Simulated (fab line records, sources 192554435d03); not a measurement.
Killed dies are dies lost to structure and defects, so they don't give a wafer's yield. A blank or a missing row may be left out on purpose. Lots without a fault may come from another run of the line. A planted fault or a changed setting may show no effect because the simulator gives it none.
fab line records | flow n5_finfet | part 2 of 2: steps 20 to 27 of 27
record lots=5 wafers=15 last_day=17
route steps=1938 shown BEOL_M0_SAQP@677 BEOL_M0_CUTY@701
lots that met no fault: from a run of the same line without faults
start_h: hours from the record's first day to the start of the lot's first wafer shown | wait_h: hours since the lot's step before | " the same as in the row above | L1.1+2: a row that stands for several wafers | - no value, or no start given | * or withheld: withheld | < > ~ a bound
route shown NAME@n: a module of which the file shows steps, and the number in the route of the first | usual: mean/standard deviation of fault-free wafers | same: alike in all rows | chamber/n: place in a boat | sites: the reading at each site | _std_site: their standard deviation | _edge_site: outer sites' mean less inner sites' | radius_mm: how far each site lies from the wafer's centre | mask NAME#n: copy n | behind: the tool/chamber that last shaped the wafer | hold: why the lot was held/for how many hours/how that ended | device: the transistor (n, p or np) that didn't switch | end of line: the same wafers' tests at the end of the route | a step without rows: its recipe alone | killed: dies lost to structure and defects at the first sort, not the wafer's yield | map: a wafer's dies, x killed, . not, _ none there
set.NAME: the setting as run; set.NAME@STEP: as run at that earlier step | model.NAME: the simulator's own value behind a step, which no gauge read
lots at some steps of the route; a table a step, a row a wafer
services: from which hour (start_h, from the record's first day; less than 0 if before it) a tool's chamber was out of use, for how many hours, and why
## steps
# step N5_BEOL_M0_SAQP_STRIP_74
# recipe chemistry=N2/H2 temp_c=40 n2_flow_sccm=200 h2_flow_sccm=200 rf_frequency_hz=6e+07
# columns lot.wafer tool chamber start_h wait_h
L085.1+4+6 rie_diel-05 2,3,0 184.09 0.1
L090.3+4+5 rie_diel-04 2,0,1 211.11 0.1
L091.2+3+6 rie_diel-05 1,2,0 216.93 0.1
L092.1+3+5 rie_diel-04 1,2,0 221.15 0.1
L094.3+5+6 rie_diel-05 0,3,0 235.64 0.1
# step N5_BEOL_M0_SAQP_STRIP_89
# recipe chemistry=N2/H2 temp_c=40 n2_flow_sccm=200 h2_flow_sccm=200 rf_frequency_hz=6e+07
# columns lot.wafer tool chamber start_h wait_h
L085.1+4+6 rie_diel-05 2,3,0 184.10 0.0
L090.3+4+5 rie_diel-04 2,0,1 211.12 0.0
L091.2+3+6 rie_diel-05 1,2,0 216.94 0.0
L092.1+3+5 rie_diel-04 1,2,0 221.16 0.0
L094.3+5+6 rie_diel-05 0,3,0 235.65 0.0
# step N5_BEOL_M0_SAQP_ALD_48
# recipe material=SiO2 target_thk_a=200 temp_c=100 ald_precursor_family=BDEAS ald_co_reactant=O2-plasma pulse_time_s=1 co_reactant_pulse_time_s=1 purge_time_s=2 co_reactant_purge_time_s=2 ald_cycles=139 pressure_torr=2
# usual heater_power_w=77/7.6 precursor_pulse_height_rel=0.997/0.02 susceptor_temp_C=100.00/0.14
# same purge_time_s=2
# columns lot.wafer tool chamber start_h wait_h heater_power_w precursor_pulse_height_rel susceptor_temp_C
L085.1 ald_sin-02 2 184.16 0.1 81 0.960 99.85
L085.4 " 0 " " 72 1.025 99.84
L085.6 " 2 " " 79 1.015 100.01
L090.3 ald_sin-02 3 211.16 0.0 73 0.998 100.32
L090.4 " 2 " " 82 1.018 100.16
L090.5 " 1 " " 82 1.010 100.00
L091.2 ald_sin-04 1 216.98 0.0 66 1.007 100.06
L091.3 " 3 " " 80 1.008 99.82
L091.6 " 0 " " 63 0.953 100.04
L092.1 ald_sin-02 1 221.40 0.2 81 1.033 100.09
L092.3 " 2 " " 78 0.980 100.21
L092.5 " 2 " " 79 0.975 100.30
L094.3 ald_sin-04 1 235.68 0.0 68 1.004 100.10
L094.5 " 1 " " 67 0.964 99.94
L094.6 " 0 " " 64 1.019 100.01
# step N5_BEOL_M0_SAQP_ETCH_49
# recipe chemistry=CF4/O2 target_depth_a=370 target=SiO2 pressure_mtorr=40 source_w=535 bias_w=49 Ar_flow_sccm=100 cf4_flow_sccm=100 O2_flow_sccm=10 ion_energy_ev=100
# usual drypump_motor_current_A=5.62/0.27 oes_product_au=0.76/0.098 rf_vpp_V=242.6/2.5 showerhead_plenum_p_Torr=2.20/0.07 throttle_valve_pct=15.89/0.22
# columns lot.wafer tool chamber start_h wait_h drypump_motor_current_A oes_product_au rf_hours_counter_h rf_vpp_V showerhead_plenum_p_Torr throttle_valve_pct
L085.1 rie_diel-04 1 184.77 0.4 5.91 0.72 173 244.5 2.29 15.83
L085.4 " 2 " " 5.75 0.67 248 238.8 2.18 15.94
L085.6 " 2 " " 5.75 0.67 - 241.5 2.18 15.92
L090.3 rie_diel-04 1 211.68 0.3 5.91 0.72 179 244.3 2.29 15.83
L090.4 " 0 " " 5.69 0.71 194 245.7 2.19 16.21
L090.5 " 0 " " 5.71 0.71 - 244.1 2.18 16.21
L091.2 rie_diel-05 2 217.50 0.3 5.88 0.72 166 235.2 2.19 15.69
L091.3 " 0 " " 5.33 0.71 181 243.8 2.19 15.83
L091.6 " 3 " " 6.33 0.93 - 248.0 2.34 15.80
L092.1 rie_diel-04 3 221.92 0.3 5.51 0.71 231 243.4 2.09 16.21
L092.3 " 1 " " 5.96 0.73 182 244.6 2.29 15.83
L092.5 " 3 " " 5.50 0.70 - 244.2 2.09 16.22
L094.3 rie_diel-02 2 236.26 0.3 5.70 0.96 3 243.5 2.26 15.44
L094.5 " 2 " " 5.68 0.96 - 242.1 2.26 15.44
L094.6 " 3 " " 5.44 0.93 - 240.3 2.16 15.78
# step N5_BEOL_M0_SAQP_STRIP_75
# recipe chemistry=CF4 resist=SiARC power_w=300 bias_power_w=75 pressure_mtorr=50 cf4_flow_sccm=150 rf_frequency_hz=6e+07
# usual drypump_motor_current_A=5.61/0.27 oes_product_au=0.175/0.021 rf_vpp_V=271.0/1.5 showerhead_plenum_p_Torr=1.79/0.053 throttle_valve_pct=13.64/0.24
# columns lot.wafer tool chamber start_h wait_h drypump_motor_current_A oes_product_au rf_hours_counter_h rf_vpp_V showerhead_plenum_p_Torr throttle_valve_pct
L085.1 rie_diel-04 1 184.87 0.1 5.91 0.166 173 271.8 1.86 13.58
L085.4 " 2 " " 5.77 0.165 248 271.1 1.77 13.71
L085.6 " 2 " " 5.74 0.159 - 270.8 1.77 13.69
L090.3 rie_diel-04 1 211.78 0.1 5.91 0.165 179 272.8 1.86 13.60
L090.4 " 0 " " 5.71 0.171 194 271.2 1.77 13.92
L090.5 " 0 " " 5.69 0.171 - 270.8 1.77 13.93
L091.2 rie_diel-05 2 217.60 0.1 5.84 0.169 166 270.5 1.78 13.43
L091.3 " 0 " " 5.33 0.170 181 271.4 1.78 13.60
L091.6 " 3 " " 6.32 0.209 - 274.3 1.90 13.48
L092.1 rie_diel-04 3 222.02 0.1 5.50 0.161 231 268.9 1.71 14.00
L092.3 " 1 " " 5.91 0.166 182 272.3 1.86 13.59
L092.5 " 3 " " 5.50 0.161 - 268.7 1.71 14.01
L094.3 rie_diel-02 2 236.36 0.1 5.70 0.225 3 271.2 1.83 13.13
L094.5 " 2 " " 5.67 0.224 - 272.7 1.83 13.13
L094.6 " 3 " " 5.45 0.215 - 269.6 1.76 13.46
# step N5_BEOL_M0_CUTY_COAT_50
# recipe resist=SiARC temp_c=220 time_s=60 spin_rpm=1500 resist_thk_nm=15
# usual resist_line_temp_C=23.00/0.11
# columns lot.wafer tool chamber start_h wait_h resist_line_temp_C
L085.1 litho_track-01 0 184.92 0.0 23.04
L085.4 " 0 " " 23.11
L085.6 " 0 " " 23.00
L090.3 litho_track-03 0 211.83 0.0 22.88
L090.4 " 0 " " 22.96
L090.5 " 0 " " 22.98
L091.2 litho_track-03 0 217.65 0.0 22.77
L091.3 " 0 " " 22.98
L091.6 " 0 " " 23.00
L092.1 litho_track-03 0 222.07 0.0 23.18
L092.3 " 0 " " 23.13
L092.5 " 0 " " 23.09
L094.3 litho_track-01 0 236.41 0.0 23.22
L094.5 " 0 " " 23.09
L094.6 " 0 " " 23.16
# step N5_BEOL_M0_CUTY_COAT_51
# recipe resist=CAR-ArF-block spin_rpm=1500 resist_thk_nm=150
# usual resist_line_temp_C=23.01/0.1
# columns lot.wafer tool chamber start_h wait_h resist_line_temp_C
L085.1 litho_track-01 0 - - 23.04
L085.4 " 0 " " 23.00
L085.6 " 0 " " 23.01
L090.3 litho_track-03 0 - - 23.21
L090.4 " 0 " " 22.92
L090.5 " 0 " " 23.07
L091.2 litho_track-03 0 - - 22.93
L091.3 " 0 " " 22.87
L091.6 " 0 " " 23.08
L092.1 litho_track-03 0 - - 23.19
L092.3 " 0 " " 23.04
L092.5 " 0 " " 23.19
L094.3 litho_track-01 0 - - 23.12
L094.5 " 0 " " 23.09
L094.6 " 0 " " 23.16
# step N5_BEOL_M0_CUTY_EBR_52
# recipe solvent=PGMEA ebr_width_mm=1.5
# usual resist_line_temp_C=22.99/0.11
# columns lot.wafer tool chamber start_h wait_h resist_line_temp_C
L085.1 litho_track-01 0 - - 23.02
L085.4 " 0 " " 22.94
L085.6 " 0 " " 22.78
L090.3 litho_track-03 0 - - 22.87
L090.4 " 0 " " 23.05
L090.5 " 0 " " 23.06
L091.2 litho_track-03 0 - - 23.03
L091.3 " 0 " " 22.95
L091.6 " 0 " " 23.00
L092.1 litho_track-03 0 - - 22.98
L092.3 " 0 " " 22.79
L092.5 " 0 " " 23.01
L094.3 litho_track-01 0 - - 23.05
L094.5 " 0 " " 23.10
L094.6 " 0 " " 23.07
## services
# columns tool chamber start_h hours kind
ald_sin-04 - 176.75 14.0 pm
euv_scanner-02 - 179.27 1.0 pm
rie_diel-02 3 186.90 - clean
rie_diel-02 3 186.90 - consumable_replace:focus_ring
rie_diel-02 3 186.90 19.3 scheduled_down
rie_diel-02 3 186.90 19.3 vent_cycle
rie_diel-02 1 189.70 2.6 repair
euv_scanner-01 - 190.64 1.0 pm
rie_diel-04 2 193.49 - clean
rie_diel-04 2 193.49 - consumable_replace:focus_ring
rie_diel-04 2 193.49 13.0 scheduled_down
rie_diel-04 2 193.49 13.0 vent_cycle
rie_diel-02 2 206.43 - clean
rie_diel-02 2 206.43 - consumable_replace:focus_ring
rie_diel-02 2 206.43 20.5 scheduled_down
rie_diel-02 2 206.43 20.5 vent_cycle
rie_diel-04 0 207.73 1.7 repair
ald_sin-02 3 223.43 9.2 repair
rie_si-01 3 227.14 13.8 repair
rie_diel-02 1 228.55 - clean
rie_diel-02 1 228.55 - consumable_replace:focus_ring
rie_diel-02 1 228.55 24.3 scheduled_down
rie_diel-02 1 228.55 24.3 vent_cycle
euv_scanner-02 - 235.42 1.0 pm
